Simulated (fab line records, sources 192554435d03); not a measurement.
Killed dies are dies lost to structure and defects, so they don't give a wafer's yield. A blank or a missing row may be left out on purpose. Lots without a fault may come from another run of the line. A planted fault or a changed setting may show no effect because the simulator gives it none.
Split-lot experiment | flow n5_finfet | 7 lots, 21 wafers read, on a route of 1938 steps

THE SPLIT
At N5_SD_EPI_N_COAT_03 (resist thk 150 nm), the setting spin_rpm was moved away from the recipe's 1500 rpm on 11 of the 21 wafers read, by +3.6% to +10.0%. The other wafers ran this setting at the recipe's value.

The reading is taken at the split's own step.

THE READING
CAR-ArF-block_of_SD_EPI_N_COAT_03.thk_nm (the simulator's own value, which no gauge read), in nm, at N5_SD_EPI_N_COAT_03 (resist thk 150 nm). The file gives no usual value for it. The 10 wafers here that ran the recipe average 150.1 nm, standard deviation 0.46 nm.

wafer  | tool, chamber at the split | spin_rpm as run, rpm | against the recipe | CAR-ArF-block_of_SD_EPI_N_COAT_03.thk_nm, nm | against lot-mates on the recipe
L079.4 | litho_track-01, 0          | 1500                 | recipe             | 150.4                                        | -
L079.5 | litho_track-01, 0          | 1500                 | recipe             | 150.4                                        | -
L079.6 | litho_track-01, 0          | 1500                 | recipe             | 150.4                                        | -
L080.3 | litho_track-02, 0          | 1554                 | +3.6%              | 147.8                                        | -2.4
L080.4 | litho_track-02, 0          | 1554                 | +3.6%              | 147.4                                        | -2.8
L080.5 | litho_track-02, 0          | 1500                 | recipe             | 150.2                                        | -
L081.1 | litho_track-02, 0          | 1569                 | +4.6%              | 146.8                                        | -3.4
L081.2 | litho_track-02, 0          | 1569                 | +4.6%              | 147                                          | -3.2
L081.4 | litho_track-02, 0          | 1500                 | recipe             | 150.2                                        | -
L084.2 | litho_track-05, 0          | 1577                 | +5.1%              | 145.8                                        | -3.6
L084.3 | litho_track-05, 0          | 1500                 | recipe             | 149.4                                        | -
L084.5 | litho_track-05, 0          | 1577                 | +5.1%              | 145.6                                        | -3.8
L085.2 | litho_track-02, 0          | 1647                 | +9.8%              | 143.2                                        | -6.8
L085.5 | litho_track-02, 0          | 1500                 | recipe             | 150                                          | -
L085.6 | litho_track-02, 0          | 1647                 | +9.8%              | 143.4                                        | -6.6
L090.1 | litho_track-02, 0          | 1635                 | +9.0%              | 144.8                                        | -6.0
L090.2 | litho_track-02, 0          | 1635                 | +9.0%              | 144.2                                        | -6.6
L090.5 | litho_track-02, 0          | 1500                 | recipe             | 150.8                                        | -
L092.1 | litho_track-01, 0          | 1650                 | +10.0%             | 142.4                                        | -7.2
L092.3 | litho_track-01, 0          | 1500                 | recipe             | 150                                          | -
L092.5 | litho_track-01, 0          | 1500                 | recipe             | 149.2                                        | -

THE FIT
A straight line over all 21 wafers: CAR-ArF-block_of_SD_EPI_N_COAT_03.thk_nm changes by -0.696 nm for each +1% of spin_rpm; r = -0.98; the points scatter about the line by 0.52 nm.
The same after taking each lot's own level away (the mean of its wafers on the recipe; 21 wafers): -0.699 nm for each +1%; r = -1.00; scatter 0.2 nm.
On that fit, the largest move of spin_rpm shifts the reading by 7 nm.
The lots' own levels span 149.40 to 150.80 nm, that is 3.1 times the standard deviation above.
So the lot-to-lot level changes the slope little: the two slopes agree.
Check: with one of the wafers moved furthest among these (+10.0%) left out of the fit, the line predicts -6.97 nm for it against its lot-mates. It came out at -7.2 nm against them.

OTHER SPLITS ON THESE WAFERS
These wafers also went through other splits before the reading. Each is held against what the fit with the lots' levels taken away leaves over:
other split on the same wafers        | wafers away from the commonest value | r with CAR-ArF-block_of_SD_EPI_N_COAT_03.thk_nm (lot level and that fit taken away)
N5_WELL_APT_PEB_23 peb_temp_c         | 6                                    | +0.05
N5_WELL_APT_DEVELOP_24 develop_time_s | 8                                    | +0.32
N5_FIN_SAQP_EXPOSE_13 dose_mj         | 7                                    | -0.22
N5_FIN_CUT_EXPOSE_05 dose_mj          | 5                                    | +0.15
N5_FIN_CUT_STRIP_23 temp_c            | 9                                    | -0.32

THE FILE'S OWN FIT
CAR-ArF-block_of_SD_EPI_N_COAT_03.thk_nm changes by -0.705 nm for each +1% of spin_rpm, r = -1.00.
